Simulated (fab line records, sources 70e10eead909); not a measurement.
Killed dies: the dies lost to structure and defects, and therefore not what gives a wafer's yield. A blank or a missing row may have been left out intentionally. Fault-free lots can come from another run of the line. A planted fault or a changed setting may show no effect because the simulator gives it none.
What tool caused it? || flow nandHarc || 12 lots, 36 wafers sampled, at 4 steps of a route of 1302

== WHAT THE GAUGES SHOWED, per wafer ==
NHARC_P_ZERO_WELL_CD_MEAS_11: the cd target is 500 nm. Usual: cdNm 498.5 nm, standard deviation 1.7.
{"lot": "L418", "measured": "day 1 21:15", "on": "cdSem-01", "cdNm (nm)": "498.6 498.4 499.0", "flag": ""}
{"lot": "L419", "measured": "day 2 07:16", "on": "cdSem-01", "cdNm (nm)": "497.4 497.0 495.3", "flag": ""}
{"lot": "L420", "measured": "day 2 17:15", "on": "cdSem-03", "cdNm (nm)": "498.7 497.6 496.9", "flag": ""}
{"lot": "L421", "measured": "day 3 03:18", "on": "cdSem-03", "cdNm (nm)": "497.4 498.0 498.3", "flag": ""}
{"lot": "L422", "measured": "day 3 13:08", "on": "cdSem-01", "cdNm (nm)": "499.0 495.6 495.0", "flag": ""}
{"lot": "L426", "measured": "day 5 05:15", "on": "cdSem-03", "cdNm (nm)": "499.5 499.6 499.7", "flag": ""}
{"lot": "L427", "measured": "day 5 15:14", "on": "cdSem-01", "cdNm (nm)": "500.3 500.1 498.4", "flag": ""}
{"lot": "L428", "measured": "day 6 01:15", "on": "cdSem-02", "cdNm (nm)": "498.9 497.0 496.3", "flag": ""}
{"lot": "L431", "measured": "day 7 07:14", "on": "cdSem-03", "cdNm (nm)": "497.0 500.3 501.4", "flag": ""}
{"lot": "L436", "measured": "day 9 09:14", "on": "cdSem-02", "cdNm (nm)": "498.1 495.2 499.6", "flag": ""}
{"lot": "L440", "measured": "day 11 01:08", "on": "cdSem-02", "cdNm (nm)": "498.8 497.3 498.4", "flag": ""}
{"lot": "L441", "measured": "day 11 11:15", "on": "cdSem-03", "cdNm (nm)": "498.1 499.4 498.7", "flag": ""}

NHARC_P_STI_OCD_MEAS_17. Usual: trenchDepthNm 297 nm, standard deviation 3.7; trenchFootCdNm 157.5 nm, standard deviation 2.4.
{"lot": "L418", "measured": "day 2 19:42", "on": "ocd-02", "trenchDepthNm (nm)": "298 304 304", "trenchFootCdNm (nm)": "157.7 154.7 158.3", "flag": ""}
{"lot": "L419", "measured": "day 3 08:56", "on": "ocd-01", "trenchDepthNm (nm)": "295 298 303", "trenchFootCdNm (nm)": "158.3 159.1 160.2", "flag": ""}
{"lot": "L420", "measured": "day 3 15:02", "on": "ocd-01", "trenchDepthNm (nm)": "291 302 292", "trenchFootCdNm (nm)": "160.6 156.6 158.1", "flag": ""}
{"lot": "L421", "measured": "day 4 02:22", "on": "ocd-01", "trenchDepthNm (nm)": "295 299 298", "trenchFootCdNm (nm)": "159.7 159.0 155.0", "flag": ""}
{"lot": "L422", "measured": "day 4 12:35", "on": "ocd-02", "trenchDepthNm (nm)": "290 298 301", "trenchFootCdNm (nm)": "158.2 154.2 156.8", "flag": ""}
{"lot": "L426", "measured": "day 6 04:43", "on": "ocd-02", "trenchDepthNm (nm)": "294 303 298", "trenchFootCdNm (nm)": "157.0 160.1 157.7", "flag": ""}
{"lot": "L427", "measured": "day 6 14:08", "on": "ocd-02", "trenchDepthNm (nm)": "299 295 298", "trenchFootCdNm (nm)": "157.3 155.3 156.8", "flag": ""}
{"lot": "L428", "measured": "day 6 23:28", "on": "ocd-01", "trenchDepthNm (nm)": "307 300 303", "trenchFootCdNm (nm)": "160.0 158.4 159.1", "flag": ""}
{"lot": "L431", "measured": "day 8 05:36", "on": "ocd-01", "trenchDepthNm (nm)": "298 296 291", "trenchFootCdNm (nm)": "157.5 159.5 159.2", "flag": ""}
{"lot": "L436", "measured": "day 10 07:56", "on": "ocd-02", "trenchDepthNm (nm)": "299 299 296", "trenchFootCdNm (nm)": "158.1 159.0 159.8", "flag": ""}
{"lot": "L440", "measured": "day 11 23:41", "on": "ocd-01", "trenchDepthNm (nm)": "298 292 297", "trenchFootCdNm (nm)": "161.3 160.7 158.8", "flag": ""}
{"lot": "L441", "measured": "day 12 09:07", "on": "ocd-01", "trenchDepthNm (nm)": "296 303 298", "trenchFootCdNm (nm)": "161.6 157.3 161.4", "flag": ""}

== TOOL THAT RAN EACH LOT (tool first, then ch and the chambers of the sampled wafers, then the start) ==
{"lot": "L418", "NHARC_P_ZERO_WELL_EXPOSE_34": "krfScanner-02 ch 0, day 1 23:57", "NHARC_P_STI_ETCH_42": "rieDiel-12 ch 0,3, day 2 19:15"}
{"lot": "L419", "NHARC_P_ZERO_WELL_EXPOSE_34": "krfScanner-02 ch 0, day 2 10:01", "NHARC_P_STI_ETCH_42": "rieDiel-08 ch 0,1,3, day 3 08:30"}
{"lot": "L420", "NHARC_P_ZERO_WELL_EXPOSE_34": "krfScanner-03 ch 0, day 2 19:59", "NHARC_P_STI_ETCH_42": "rieDiel-03 ch 0,1,3, day 3 14:36"}
{"lot": "L421", "NHARC_P_ZERO_WELL_EXPOSE_34": "krfScanner-02 ch 0, day 3 06:10", "NHARC_P_STI_ETCH_42": "rieDiel-12 ch 0,1,3, day 4 01:57"}
{"lot": "L422", "NHARC_P_ZERO_WELL_EXPOSE_34": "krfScanner-02 ch 0, day 3 15:56", "NHARC_P_STI_ETCH_42": "rieDiel-12 ch 1,2,3, day 4 12:10"}
{"lot": "L426", "NHARC_P_ZERO_WELL_EXPOSE_34": "krfScanner-01 ch 0, day 5 08:05", "NHARC_P_STI_ETCH_42": "rieDiel-03 ch 0,1,2, day 6 04:17"}
{"lot": "L427", "NHARC_P_ZERO_WELL_EXPOSE_34": "krfScanner-01 ch 0, day 5 17:49", "NHARC_P_STI_ETCH_42": "rieDiel-08 ch 0,1,3, day 6 13:42"}
{"lot": "L428", "NHARC_P_ZERO_WELL_EXPOSE_34": "krfScanner-02 ch 0, day 6 04:11", "NHARC_P_STI_ETCH_42": "rieDiel-12 ch 0,2, day 6 23:02"}
{"lot": "L431", "NHARC_P_ZERO_WELL_EXPOSE_34": "krfScanner-01 ch 0, day 7 10:04", "NHARC_P_STI_ETCH_42": "rieDiel-12 ch 0,2,3, day 8 05:10"}
{"lot": "L436", "NHARC_P_ZERO_WELL_EXPOSE_34": "krfScanner-02 ch 0, day 9 12:09", "NHARC_P_STI_ETCH_42": "rieDiel-03 ch 1,2,3, day 10 07:30"}
{"lot": "L440", "NHARC_P_ZERO_WELL_EXPOSE_34": "krfScanner-02 ch 0, day 11 04:05", "NHARC_P_STI_ETCH_42": "rieDiel-12 ch 1,2,3, day 11 23:16"}
{"lot": "L441", "NHARC_P_ZERO_WELL_EXPOSE_34": "krfScanner-03 ch 0, day 11 14:07", "NHARC_P_STI_ETCH_42": "rieDiel-08 ch 0,2, day 12 08:41"}
- NHARC_P_ZERO_WELL_EXPOSE_34: exposes mask P PWELL, target cd 720 nm.
- NHARC_P_STI_ETCH_42: etches the open film in N2/H2, target depth 80 nm, overetch 24 nm, time 61 s.

== WHAT THE TOOLS THEMSELVES READ (means of the sampled wafers that have a number; where no wafer has one, the mark that the record gives instead) ==
NHARC_P_ZERO_WELL_EXPOSE_34. Usual: exposureDoseMJCm2 22.308, standard deviation 0.021.
{"lot": "L418", "tool": "krfScanner-02", "exposureDoseMJCm2": 22.282, "flag": ""}
{"lot": "L419", "tool": "krfScanner-02", "exposureDoseMJCm2": 22.281, "flag": ""}
{"lot": "L420", "tool": "krfScanner-03", "exposureDoseMJCm2": 22.294, "flag": ""}
{"lot": "L421", "tool": "krfScanner-02", "exposureDoseMJCm2": 22.333, "flag": ""}
{"lot": "L422", "tool": "krfScanner-02", "exposureDoseMJCm2": 22.320, "flag": ""}
{"lot": "L426", "tool": "krfScanner-01", "exposureDoseMJCm2": 22.297, "flag": ""}
{"lot": "L427", "tool": "krfScanner-01", "exposureDoseMJCm2": 22.574, "flag": "OFF"}
{"lot": "L428", "tool": "krfScanner-02", "exposureDoseMJCm2": 22.305, "flag": ""}
{"lot": "L431", "tool": "krfScanner-01", "exposureDoseMJCm2": 22.590, "flag": "OFF"}
{"lot": "L436", "tool": "krfScanner-02", "exposureDoseMJCm2": 22.325, "flag": ""}
{"lot": "L440", "tool": "krfScanner-02", "exposureDoseMJCm2": 22.282, "flag": ""}
{"lot": "L441", "tool": "krfScanner-03", "exposureDoseMJCm2": 22.282, "flag": ""}

NHARC_P_STI_ETCH_42. Usual: drypumpMotorCurrentA 5.6 A, standard deviation 0.52; oesProductAu 0.998 a.u., standard deviation 0.01; rfVppV 430.7 V, standard deviation 2.4; showerheadPlenumPTorr 2.04 Torr, standard deviation 0.087; throttleValvePct 14.170 %, standard deviation 0.0093.
{"lot": "L418", "tool": "rieDiel-12", "drypumpMotorCurrentA (A)": 6.2, "oesProductAu (a.u.)": 0.997, "rfVppV (V)": 428.5, "showerheadPlenumPTorr (Torr)": 1.98, "throttleValvePct (%)": 14.162, "flag": ""}
{"lot": "L419", "tool": "rieDiel-08", "drypumpMotorCurrentA (A)": 5.4, "oesProductAu (a.u.)": 1.001, "rfVppV (V)": 430.8, "showerheadPlenumPTorr (Torr)": 2.09, "throttleValvePct (%)": 14.166, "flag": ""}
{"lot": "L420", "tool": "rieDiel-03", "drypumpMotorCurrentA (A)": 5.9, "oesProductAu (a.u.)": 0.997, "rfVppV (V)": 430.1, "showerheadPlenumPTorr (Torr)": 2.02, "throttleValvePct (%)": 14.171, "flag": ""}
{"lot": "L421", "tool": "rieDiel-12", "drypumpMotorCurrentA (A)": 6.0, "oesProductAu (a.u.)": 0.986, "rfVppV (V)": 429.3, "showerheadPlenumPTorr (Torr)": 1.98, "throttleValvePct (%)": 14.174, "flag": ""}
{"lot": "L422", "tool": "rieDiel-12", "drypumpMotorCurrentA (A)": 5.6, "oesProductAu (a.u.)": 0.990, "rfVppV (V)": 430.4, "showerheadPlenumPTorr (Torr)": 2.02, "throttleValvePct (%)": 14.164, "flag": ""}
{"lot": "L426", "tool": "rieDiel-03", "drypumpMotorCurrentA (A)": 6.0, "oesProductAu (a.u.)": 0.993, "rfVppV (V)": 432.0, "showerheadPlenumPTorr (Torr)": 2.06, "throttleValvePct (%)": 14.168, "flag": ""}
{"lot": "L427", "tool": "rieDiel-08", "drypumpMotorCurrentA (A)": 5.4, "oesProductAu (a.u.)": 0.994, "rfVppV (V)": 431.7, "showerheadPlenumPTorr (Torr)": 2.09, "throttleValvePct (%)": 14.165, "flag": ""}
{"lot": "L428", "tool": "rieDiel-12", "drypumpMotorCurrentA (A)": 6.0, "oesProductAu (a.u.)": 0.985, "rfVppV (V)": 431.0, "showerheadPlenumPTorr (Torr)": 2.04, "throttleValvePct (%)": 14.178, "flag": ""}
{"lot": "L431", "tool": "rieDiel-12", "drypumpMotorCurrentA (A)": 5.8, "oesProductAu (a.u.)": 0.994, "rfVppV (V)": 430.4, "showerheadPlenumPTorr (Torr)": 2.01, "throttleValvePct (%)": 14.170, "flag": ""}
{"lot": "L436", "tool": "rieDiel-03", "drypumpMotorCurrentA (A)": 5.5, "oesProductAu (a.u.)": 1.000, "rfVppV (V)": 431.9, "showerheadPlenumPTorr (Torr)": 2.08, "throttleValvePct (%)": 14.167, "flag": ""}
{"lot": "L440", "tool": "rieDiel-12", "drypumpMotorCurrentA (A)": 5.6, "oesProductAu (a.u.)": 1.007, "rfVppV (V)": 429.6, "showerheadPlenumPTorr (Torr)": 2.01, "throttleValvePct (%)": 14.172, "flag": ""}
{"lot": "L441", "tool": "rieDiel-08", "drypumpMotorCurrentA (A)": 4.9, "oesProductAu (a.u.)": 1.013, "rfVppV (V)": 430.8, "showerheadPlenumPTorr (Torr)": 2.04, "throttleValvePct (%)": 14.165, "flag": ""}

== THE ANSWER, worked out from the rows above alone ==
Rule: take the mean of a lot's wafers that have a number; if it is more than 3 standard deviations from the usual mean, the lot is off. Also off: a lot with no number at a reading for which 4 or more lots have one. Any other lot the step has rows for is counted as sound. After the gauges, taken in route order, come the tools' own readings; for these a lot's mean is taken, as printed above. The first step at which some lot is off is used, and at that step the reading that is off furthest; a lot without a number counts as furthest.
Off, at NHARC_P_ZERO_WELL_EXPOSE_34 on exposureDoseMJCm2: L427, L431.
If a tool, at that step or one of the process steps before it, ran each lot that is off and ran no sound lot following the first of them, it fits. One fits: krfScanner-01 at NHARC_P_ZERO_WELL_EXPOSE_34. Its last sound lot is L426 (day 5 08:05), its first lot that is off L427 (day 5 17:49): a fault that began between those two fits.
On the lots that are off, the tool's own readings at NHARC_P_ZERO_WELL_EXPOSE_34 differ by more than 5 times the standard deviation of the sound lots' means, which bears it out; exposureDoseMJCm2 reads 22.582 there versus 22.300 on the sound lots.

== WHAT WAS PUT IN BY THE SIMULATOR ==
Process parameters drifting: krfScanner-01 at NHARC_P_ZERO_WELL_EXPOSE_34, beginning at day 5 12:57. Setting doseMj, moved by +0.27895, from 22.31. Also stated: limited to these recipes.
Lots struck among those shown: L427, L431. This agrees with what the rule above found.
